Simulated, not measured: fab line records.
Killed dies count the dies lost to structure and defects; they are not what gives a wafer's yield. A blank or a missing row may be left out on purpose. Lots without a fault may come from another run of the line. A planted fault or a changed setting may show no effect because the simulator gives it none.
A single fault, viewed from 3 desks	flow n5_finfet	what lay behind the numbers comes last; until then each desk has only its own

== TOOL OWNER'S DESK, rie_metal-03 ==
The tool's own readings at N5_MIM_BOT_ETCH_ETCH_03 (etches the open film in Cl2/BCl3, target depth 12 nm): means of the sampled wafers that have a number, for each lot that ran on this tool. Any lot whose mean is over 4 standard deviations away from the usual mean is out of limits and marked OUT; that distance is given in the brackets.
Columns: A = drypump_motor_current_A at N5_MIM_BOT_ETCH_ETCH_03, usual 5.6 A; B = oes_product_au at N5_MIM_BOT_ETCH_ETCH_03, usual 0.77 a.u.; C = throttle_valve_pct at N5_MIM_BOT_ETCH_ETCH_03, usual 27.68 %
lot	first seen here	A	B	C
L677	day 15 01:11	6.2	0.91	27.57
L676	day 15 06:05	6.0	0.88	27.52
L692	day 19 06:11	5.6	0.78	27.48
Result from this desk: across the 3 lots, nothing is out of limits.

== FROM THE METROLOGY DESK ==
What the gauges read for every lot (on any tool): the sampled wafers with a number, averaged. Any lot whose mean is over 4 standard deviations away from the usual mean is out of limits and marked OUT; that distance is given in the brackets.
Columns: A = cd_nm at N5_MIM_BOT_LITHO_CD_MEAS_08, usual 3000.0 nm; B = MIM_BOT_OVL at N5_MIM_BOT_LITHO_OVL_MEAS_11, usual 5 nm
lot	first seen here	A	B
L670	day 12 15:35	3000.2	9
L677	day 15 00:56	3003.9	-6
L676	day 15 05:50	3000.4	18
L684	day 16 20:36	3000.0	11
L685	day 17 01:20	3001.8	7
L692	day 19 05:55	2999.0	8
Result from this desk: across the 6 lots, nothing is out of limits.

== THE DEFECT DESK ==
Counts from the inspections along the route, per lot, as means over the sampled wafers that have a number. Any lot whose mean is over 4 standard deviations away from the usual mean is out of limits and marked OUT; that distance is given in the brackets.
Columns: A = raw_defect_count at N5_MIM_BOT_LITHO_INSPECT_12, usual 2.1
lot	first seen here	A
L670	day 12 15:39	2.7
L677	day 15 00:59	1.0
L676	day 15 05:53	1.7
L684	day 16 20:40	3.3
L685	day 17 01:23	2.0
L692	day 19 05:58	2.7
Result from this desk: across the 6 lots, nothing is out of limits.

== TAKEN TOGETHER ==
Nothing out of limits was seen by the tool owner's desk.
The metrology desk saw nothing out of limits.
The defect desk saw nothing out of limits.

== WHAT HAD BEEN PUT IN BY THE SIMULATOR ==
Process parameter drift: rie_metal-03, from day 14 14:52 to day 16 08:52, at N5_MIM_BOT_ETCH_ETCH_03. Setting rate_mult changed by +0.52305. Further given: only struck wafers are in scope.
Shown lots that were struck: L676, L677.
